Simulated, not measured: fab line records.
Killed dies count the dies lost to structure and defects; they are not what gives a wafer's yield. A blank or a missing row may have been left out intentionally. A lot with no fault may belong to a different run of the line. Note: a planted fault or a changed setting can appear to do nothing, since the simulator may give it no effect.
Chamber matching	flow nand-harc	rie-diel-04 running NHARC_P_GATE_DESCUM_48: 4 sister chambers
The step chemistry O2, time 3 s. 14 wafers are shown with their chamber, then 7 later ones without.

WAFERS, EACH WITH ITS CHAMBER
wafer	chamber	drypump-motor-current-A (A)	rf-vpp-V (V)	oes-product-au (a.u.)
L074.1	2	6.2	57.6	1.001
L074.5	1	5.2	58.1	1.001
L074.6	0	6.0	57.8	1.018
L077.3	1	5.2	57.8	0.997
L077.5	2	6.2	58.7	0.985
L077.6	1	5.1	58.2	1.001
L083.1	3	4.9	59.0	1.004
L083.3	0	5.9	57.0	1.010
L083.4	1	5.2	58.9	1.001
L089.1	3	4.9	57.6	0.987
L089.2	0	5.9	55.3	1.005
L089.4	2	6.2	58.1	1.003
L092.1	2	6.2	58.5	1.011
L092.3	3	4.9	58.7	0.998

SIGNATURES (means of the wafers above)
reading	chamber 0	chamber 1	chamber 2	chamber 3	scatter within a chamber
drypump-motor-current-A	5.933	5.175	6.200	4.900	0.0376
rf-vpp-V	56.700	58.250	58.225	58.433	0.755
oes-product-au	1.01100	1.00000	1.00000	0.99633	0.00776
Rule: a wafer's distance from a chamber is the root of the sum, over the readings, of the square of ((its reading less the chamber's mean) divided by the reading's scatter). If the next closest chamber is less than 2 further off than the closest, the wafer can't be placed; otherwise it belongs to the closest. The scatter: the root of (the sum of the squares of (reading less its chamber's mean) over the shown wafers, divided by (wafers less chambers)).

WAFERS WITH NO CHAMBER GIVEN
wafer	drypump-motor-current-A (A)	rf-vpp-V (V)	oes-product-au (a.u.)
L092.6	5.2	57.9	0.992
L096.1	6.2	58.6	0.998
L096.3	5.9	57.8	0.993
L096.5	5.2	58.4	0.988
L097.3	4.9	57.4	0.993
L097.4	6.2	58.8	1.002
L097.5	4.9	56.2	0.983

WHICH CHAMBER EACH ONE RAN IN
wafer	from the rows above	in truth
L092.6	1	1
L096.1	2	2
L096.3	0	0
L096.5	1	1
L097.3	3	3
L097.4	2	2
L097.5	3	3
Correct placement for 7 of the 7. Can't be placed from these rows: 0. Number placed wrongly: 0.
